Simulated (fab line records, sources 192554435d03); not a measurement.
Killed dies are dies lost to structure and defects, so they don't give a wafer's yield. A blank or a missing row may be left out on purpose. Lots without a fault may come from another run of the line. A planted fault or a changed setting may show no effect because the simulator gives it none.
fab line records | flow n5_finfet
record lots=7 wafers=19 last_day=18
route steps=1938 shown STI_FIN_REVEAL@202 DUMMY_GATE@212 BEOL_M4@1111 PASSIVATION@1936
lots that met no fault: from a run of the same line without faults
start_h: hours from the record's first day to the start of the lot's first wafer shown | wait_h: hours since the lot's step before | " the same as in the row above | L1.1+2: a row that stands for several wafers | - no value, or no start given | * or withheld: withheld | < > ~ a bound
route shown NAME@n: a module of which the file shows steps, and the number in the route of the first | usual: mean/standard deviation of fault-free wafers | same: alike in all rows | chamber/n: place in a boat | sites: the reading at each site | _std_site: their standard deviation | _edge_site: outer sites' mean less inner sites' | radius_mm: how far each site lies from the wafer's centre | mask NAME#n: copy n | behind: the tool/chamber that last shaped the wafer | hold: why the lot was held/for how many hours/how that ended | device: the transistor (n, p or np) that didn't switch | end of line: the same wafers' tests at the end of the route | a step without rows: its recipe alone | killed: dies lost to structure and defects at the first sort, not the wafer's yield | map: a wafer's dies, x killed, . not, _ none there
set.NAME: the setting as run; set.NAME@STEP: as run at that earlier step | model.NAME: the simulator's own value behind a step, which no gauge read
lots at some steps of the route; a table a step, a row a wafer
services: from which hour (start_h, from the record's first day; less than 0 if before it) a tool's chamber was out of use, for how many hours, and why
## steps
# step N5_STI_FIN_REVEAL_STRIP_35
# recipe chemistry=H3PO4 material=Si3N4 temp_c=165 target_depth_a=40 time_s=39
# step N5_STI_FIN_REVEAL_SRD_21
# recipe dry=ipa_marangoni time_s=30 temp_c=23 rinse_liquid=diw
# step N5_STI_FIN_REVEAL_OXIDATION_33
# recipe chemistry=O2_PLASMA_REMOTE temp_c=150 time_s=20 pressure_mtorr=1000 source_power_w=2000 o2_flow_sccm=3000
# usual drypump_motor_current_A=6.0/0.53 heater_power_w=151/15
# columns lot.wafer tool chamber start_h wait_h drypump_motor_current_A heater_power_w rf_hours_counter_h
L377.1 plasma_asher-02 1 37.78 0.0 6.6 138 30
L377.4 " 0 " " 5.8 167 -
L377.6 " 0 " " 5.8 167 -
L383.1 plasma_asher-01 1 73.93 0.0 5.0 165 77
L383.4 " 1 " " 5.0 163 -
L383.5 " 0 " " 5.9 126 -
L390.1 plasma_asher-02 1 122.35 0.0 6.6 139 54
L390.4 " 0 " " 5.8 165 -
L390.6 " 1 " " 6.6 141 -
L391.4 plasma_asher-02 1 125.39 0.0 6.6 140 -
L391.6 " 0 " " 5.8 166 -
L392.4 plasma_asher-01 0 130.54 0.0 5.9 126 -
L392.6 " 0 " " 5.9 128 -
L395.4 plasma_asher-02 1 151.14 0.1 6.6 139 -
L395.5 " 1 " " 6.6 139 -
L395.6 " 0 " " 5.8 164 -
L399.1 plasma_asher-01 0 170.58 0.0 5.9 128 93
L399.4 " 1 " " 5.0 164 -
L399.5 " 1 " " 5.0 166 -
# step N5_STI_FIN_REVEAL_CLEAN_19
# recipe chemistry=O3/DIW temp_c=25 time_s=120 o3_ppm=10
# step N5_STI_FIN_REVEAL_SRD_23
# recipe dry=ipa_marangoni time_s=30 temp_c=23 rinse_liquid=diw
# step N5_STI_FIN_REVEAL_CD_MEAS_22
# recipe target_cd_nm=6.238 pitch_nm=28 polarity=line
# usual cd_nm=6.32/0.26
# columns lot.wafer tool chamber start_h wait_h cd_nm
L377.1 cd_sem-01 - 37.94 0.0 6.69
L377.4 " - " " 6.59
L377.6 " - " " 6.46
L383.1 cd_sem-03 - 74.10 0.0 6.66
L383.4 " - " " 6.14
L383.5 " - " " 6.43
L390.1 cd_sem-01 - 122.51 0.0 6.18
L390.4 " - " " 6.74
L390.6 " - " " 6.42
L391.4 cd_sem-01 - 125.54 0.0 6.45
L391.6 " - " " 6.42
L392.4 cd_sem-02 - 130.69 0.0 6.41
L392.6 " - " " 6.80
L395.4 cd_sem-02 - 151.29 0.0 6.27
L395.5 " - " " 6.11
L395.6 " - " " 6.04
L399.1 cd_sem-01 - 170.75 0.0 6.27
L399.4 " - " " 6.14
L399.5 " - " " 6.72
# step N5_STI_FIN_REVEAL_FIN_H_MEAS_10
# usual trench_depth_nm=51.8/0.62
# columns lot.wafer tool chamber start_h wait_h trench_depth_nm
L377.1 ocd-02 - 37.97 0.0 51.6
L377.4 " - " " 51.6
L377.6 " - " " 51.9
L383.1 ocd-02 - 74.13 0.0 51.4
L383.4 " - " " 50.8
L383.5 " - " " 51.0
L390.1 ocd-02 - 122.54 0.0 52.0
L390.4 " - " " 51.9
L390.6 " - " " 51.4
L391.4 ocd-02 - 125.57 0.0 52.4
L391.6 " - " " 52.4
L392.4 ocd-02 - 130.72 0.0 50.3
L392.6 " - " " 51.0
L395.4 ocd-02 - 151.32 0.0 51.4
L395.5 " - " " 51.2
L395.6 " - " " 52.4
L399.1 ocd-02 - 170.78 0.0 52.6
L399.4 " - " " 52.1
L399.5 " - " " 52.6
# step N5_STI_FIN_REVEAL_PRECLEAN_18
# recipe chemistry=SC2 time_s=45 temp_c=35 mix=1:1:50
# step N5_STI_FIN_REVEAL_SRD_28
# recipe dry=ipa_marangoni time_s=30 temp_c=23 rinse_liquid=diw
# step N5_STI_FIN_REVEAL_INSPECT_13
# recipe inspect_instrument=darkfield mode=post_clean
# usual raw_defect_count=11/5.1
# columns lot.wafer tool chamber start_h wait_h raw_defect_count
L377.1 defect_inspect-01 - 38.06 0.0 15
L377.4 " - " " 13
L377.6 " - " " 12
L383.1 defect_inspect-01 - 74.22 0.0 10
L383.4 " - " " 14
L383.5 " - " " 5
L390.1 defect_inspect-01 - 122.66 0.0 16
L390.4 " - " " 9
L390.6 " - " " 13
L391.4 defect_inspect-02 - 125.66 0.0 8
L391.6 " - " " 13
L392.4 defect_inspect-02 - 130.87 0.0 13
L392.6 " - " " 9
L395.4 defect_inspect-01 - 151.41 0.0 27
L395.5 " - " " 8
L395.6 " - " " 8
L399.1 defect_inspect-01 - 170.86 0.0 12
L399.4 " - " " 14
L399.5 " - " " 9
# step N5_DUMMY_GATE_PRECLEAN_00
# recipe chemistry=O3/DIW time_s=60 temp_c=22 o3_ppm=10
# step N5_DUMMY_GATE_SRD_01
# recipe time_s=30 temp_c=23 rinse_liquid=diw dry=ipa_marangoni
# step N5_DUMMY_GATE_ALD_02
# recipe material=SiO2 target_thk_a=20 temp_c=300 ald_precursor_family=BDEAS ald_co_reactant=O2-plasma pulse_time_s=1 pressure_torr=2
# usual heater_power_w=462/27 precursor_pulse_height_rel=1.000/0.019 susceptor_temp_C=299.96/0.19
# columns lot.wafer tool chamber start_h wait_h heater_power_w precursor_pulse_height_rel susceptor_temp_C model.SiO2_of_DUMMY_GATE_ALD_02.thk_nm
L377.1 ald_sin-02 2 38.91 0.8 429 1.003 299.67 2
L377.4 " 3 " " 453 0.956 299.82 2
L377.6 " 0 " " 528 0.995 300.03 2
L383.1 ald_sin-04 2 74.86 0.6 459 0.982 299.98 2
L383.4 " 1 " " 448 1.021 299.90 2
L383.5 " 3 " " 466 1.009 300.04 2
L390.1 ald_sin-04 1 122.94 0.2 442 1.005 299.77 1.2
L390.4 " 2 " " 460 1.003 299.85 1.2
L390.6 " 1 " " 450 1.029 300.02 2
L391.4 ald_sin-04 3 125.79 0.1 458 0.990 299.91 1.2
L391.6 " 2 " " 465 1.033 299.78 2
L392.4 ald_sin-04 2 131.00 0.1 452 1.031 300.04 1.2
L392.6 " 1 " " 454 0.998 299.97 2
L395.4 ald_sin-01 2 151.57 0.1 514 0.973 300.13 2
L395.5 " 0 " " 463 0.967 300.34 2
L395.6 " 3 " " 441 1.016 299.95 2
L399.1 ald_sin-02 2 171.18 0.3 435 1.007 300.18 2
L399.4 " 1 " " 470 1.001 299.98 2
L399.5 " 1 " " 466 0.972 299.80 2
# step N5_DUMMY_GATE_CVD_03
# recipe material=a-Si target_thk_a=1500 temp_c=530 precursor=SiH4 time_s=8042
# step N5_BEOL_M4_RC_MEAS_101
# usual DIBL_N=36.2/1.6 DIBL_P=36.1/2 IOFF_N=0.16/0.032 IOFF_P=0.22/0.036 ION_N=672/11 ION_P=463/7.5 SS_N=71.4/0.58 SS_P=73.2/0.67 VT_N=250/3.3 VT_P=-250/3.3
# columns lot.wafer tool chamber start_h wait_h DIBL_N[mV/V] DIBL_P[mV/V] IOFF_N[nA/um] IOFF_P[nA/um] ION_N[uA/um] ION_P[uA/um] SS_N[mV/dec] SS_P[mV/dec] VT_N[mV] VT_P[mV]
L377.1 prober-02 0 172.82 0.0 37.3 39.4 0.17 0.19 680 459 71.3 73.7 249 -252
L377.4 " 0 " " 37.8 39.4 0.17 0.19 680 452 71.4 73.7 251 -253
L377.6 " 0 " " 36.9 37.5 0.14 0.17 659 448 71.0 73.1 254 -257
L383.1 prober-02 0 217.67 0.0 36.8 37.5 0.16 0.21 684 466 71.2 72.8 250 -251
L383.4 " 0 " " 35.6 36.2 0.14 0.18 669 458 71.4 73.0 252 -254
L383.5 " 0 " " 35.2 34.5 0.13 0.17 664 460 71.5 71.7 255 -255
L390.1 prober-02 0 253.54 0.0 35.7 37.1 0.16 0.21 677 466 71.4 73.5 250 -248
L390.4 " 0 " " 36.6 38.8 0.20 0.25 684 470 71.9 74.4 244 -250
L390.6 " 0 " " 35.6 36.5 0.16 0.21 676 459 71.0 73.3 249 -250
L392.4 prober-02 0 270.70 0.5 38.1 38.5 0.19 0.26 685 460 72.0 73.7 248 -246
L392.6 " 0 " " 38.0 38.3 0.22 0.26 690 469 71.6 74.0 242 -244
L391.4 prober-01 0 279.18 0.5 35.7 36.7 0.16 0.18 675 458 72.0 73.6 247 -253
L391.6 " 0 " " 33.9 34.9 0.13 0.16 666 456 70.8 72.7 251 -254
L395.4 prober-02 0 286.61 0.5 35.9 37.0 0.17 0.26 681 466 71.5 73.2 247 -246
L395.5 " 0 " " 33.8 34.1 0.13 0.22 665 465 71.0 72.9 252 -248
L395.6 " 0 " " 34.6 34.7 0.16 0.22 689 476 71.1 72.6 249 -248
L399.1 prober-02 0 322.86 0.0 35.0 35.9 0.14 0.18 678 465 70.4 72.6 252 -251
L399.4 " 0 " " 35.1 36.2 0.13 0.18 679 464 71.2 72.8 251 -252
L399.5 " 0 " " 36.3 37.7 0.16 0.21 677 467 71.5 72.8 250 -253
# step N5_PASSIVATION_PROBE_49
# usual defect_limited_yield=91.4/1.3 killed_at_M0_to_M3=34/10 killed_at_M4_up=14/5.6 killed_at_contacts=13/5.9 killed_at_front_end=37/9.9 killed_at_other=3.5/2.8 killed_dies=101/15 killed_open=67/12 killed_short=32/6.6 sort_bin_5_function=5.0/0.81 sort_bin_6_memory=3.2/0.66 sort_n_pass=1079/15 sort_yield_pct=91.4/1.3
# same gross_dies=1180 killed_at_back_side=0 sort_bin_4_leakage[%]=0 sort_bin_8_speed[%]=0
# columns lot.wafer tool chamber start_h wait_h defect_limited_yield[%] killed_at_M0_to_M3 killed_at_M4_up killed_at_contacts killed_at_front_end killed_at_other killed_dies killed_open killed_short sort_bin_5_function[%] sort_bin_6_memory[%] sort_n_pass sort_yield_pct[%]
L392.4 prober-01 - 372.08 0.2 91.6 22 9 15 53 0 99 70 29 5.0 3.2 1081 91.6
L392.6 prober-01 - 372.18 0.3 91.9 40 4 6 44 1 95 58 37 5.2 2.5 1085 91.9
# killed by level:class
L392.4 STI_FIN_REVEAL:geometric_particle:open=13 MOL_CONTACT_COAG:geometric_particle:open=12 FIN_SAQP:geometric_particle:open=11 GATE_CUT:geometric_particle:open=6 BEOL_M1:geometric_particle:open=5 ILD0:geometric_particle:open=4 DUMMY_GATE:geometric_particle:open=4 ILD0:geometric_particle:short=4
L392.6 BEOL_M0_SAQP:geometric_particle:short=12 STI_FIN_REVEAL:geometric_particle:open=12 FIN_SAQP:geometric_particle:short=8 BEOL_M3:geometric_particle:open=7 BEOL_M0_SAQP:geometric_particle:open=7 FIN_SAQP:geometric_particle:open=4 GATE_CUT:geometric_particle:short=4 MOL_CONTACT_COAG:geometric_particle:open=4
## services
# columns tool chamber start_h hours kind
ald_sin-04 - 21.02 2.8 repair
ald_sin-04 - 26.69 6.1 pm
ald_sin-01 2 47.70 4.4 repair
plasma_asher-01 - 53.11 16.6 pm
ald_sin-04 - 85.71 14.0 pm
ald_sin-04 0 85.71 14.0 vent_cycle
ald_sin-04 1 85.71 14.0 vent_cycle
ald_sin-04 2 85.71 14.0 vent_cycle
ald_sin-04 3 85.71 14.0 vent_cycle
plasma_asher-01 - 91.31 6.3 repair
ald_sin-04 0 99.71 - clean
ald_sin-04 1 99.71 - clean
ald_sin-04 2 99.71 - clean
ald_sin-04 3 99.71 - clean
plasma_asher-01 - 101.17 5.2 repair
ald_sin-01 - 114.67 2.8 pm
ald_sin-04 0 125.72 10.5 repair
plasma_asher-02 - 138.12 2.8 pm
ald_sin-01 - 157.02 14.6 pm
## key
first_sign none at tools or gauges
model_effect step=N5_DUMMY_GATE_ALD_02 value=SiO2_of_DUMMY_GATE_ALD_02.thk_nm without=2 struck=1.2
met_at N5_DUMMY_GATE_ALD_02
struck_wafers L390.1,L390.4,L391.4,L392.4
onset_between 74.86 122.94
fault kind=process_parameter_drift tool=ald_sin-04 chamber=- onset_h=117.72 steps=N5_DUMMY_GATE_ALD_02 channel=target_thk_a offset=* shape=step end_h=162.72 scope=struck_wafers_only acts_in=* stated=*
